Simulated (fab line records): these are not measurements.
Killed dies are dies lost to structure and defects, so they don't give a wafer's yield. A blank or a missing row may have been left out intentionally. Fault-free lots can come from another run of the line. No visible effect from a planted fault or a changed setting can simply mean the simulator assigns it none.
Chamber matching | flow nand-harc | NHARC_A_STAIRCASE_TRIM_20 on rie-diel-02 has 4 sister chambers
The step chemistry O2, time 211.2 s. 18 wafers are shown with their chamber, then 9 later ones without.

EACH WAFER AND ITS CHAMBER
wafer  | chamber | showerhead-plenum-p-Torr (Torr) | oes-product-au (a.u.) | rf-vpp-V (V)
L078.3 | 3       | 3.64                            | 1.002                 | 59.1
L078.4 | 0       | 3.64                            | 0.995                 | 58.0
L078.6 | 3       | 3.64                            | 1.006                 | 59.0
L080.2 | 3       | 3.63                            | 1.013                 | 56.6
L080.4 | 0       | 3.63                            | 0.991                 | 58.7
L080.6 | 0       | 3.63                            | 0.992                 | 57.7
L082.3 | 0       | 3.63                            | 0.994                 | 57.5
L082.5 | 1       | 3.52                            | 0.992                 | 58.3
L082.6 | 2       | 3.54                            | 0.994                 | 57.6
L084.2 | 0       | 3.63                            | 0.988                 | 58.8
L084.3 | 1       | 3.52                            | 1.002                 | 57.3
L084.6 | 1       | 3.52                            | 1.001                 | 57.8
L086.2 | 1       | 3.52                            | 0.996                 | 59.7
L086.5 | 0       | 3.62                            | 0.982                 | 57.8
L086.6 | 1       | 3.52                            | 0.999                 | 58.0
L087.2 | 2       | 3.53                            | 0.987                 | 57.6
L087.3 | 0       | 3.62                            | 0.983                 | 58.3
L087.6 | 3       | 3.62                            | 0.997                 | 58.0

SIGNATURES, as means of the wafers listed above
reading                  | chamber 0 | chamber 1 | chamber 2 | chamber 3 | scatter within a chamber
showerhead-plenum-p-Torr | 3.6286    | 3.5200    | 3.5350    | 3.6325    | 0.0066
oes-product-au           | 0.98929   | 0.99800   | 0.99050   | 1.00450   | 0.00526
rf-vpp-V                 | 58.114    | 58.220    | 57.600    | 58.175    | 0.794
Rule: for a wafer and a chamber, the distance is found by dividing, reading by reading, the gap between the wafer's reading and the chamber's mean by the reading's scatter, squaring, summing and taking the root. The wafer belongs to the nearest chamber; if the next one is less than 2 further off, it can't be placed. The scatter: take each reading less its chamber's mean, square it, sum over the shown wafers, divide by the number of wafers less the number of chambers, and take the root.

WAFERS WITH NO CHAMBER GIVEN
wafer  | showerhead-plenum-p-Torr (Torr) | oes-product-au (a.u.) | rf-vpp-V (V)
L089.3 | 3.51                            | 0.992                 | 57.1
L089.4 | 3.53                            | 1.000                 | 57.5
L089.5 | 3.62                            | 0.998                 | 59.0
L093.2 | 3.61                            | 0.988                 | 58.1
L093.3 | 3.51                            | 1.002                 | 56.9
L093.4 | 3.61                            | 1.003                 | 57.1
L095.2 | 3.60                            | 0.988                 | 57.6
L095.4 | 3.50                            | 0.995                 | 57.8
L095.5 | 3.61                            | 1.006                 | 57.1

EACH ONE'S CHAMBER
wafer  | from the rows above     | in truth
L089.3 | can't be placed: 1 or 2 | 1
L089.4 | can't be placed: 1 or 2 | 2
L089.5 | can't be placed: 0 or 3 | 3
L093.2 | can't be placed: 0 or 3 | 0
L093.3 | 1                       | 1
L093.4 | can't be placed: 3 or 0 | 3
L095.2 | can't be placed: 0 or 3 | 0
L095.4 | 1                       | 1
L095.5 | can't be placed: 3 or 0 | 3
Correctly placed: 2 of 9. These rows do not allow placing 7 (true chamber among the candidates in 7). 0 placed wrongly.
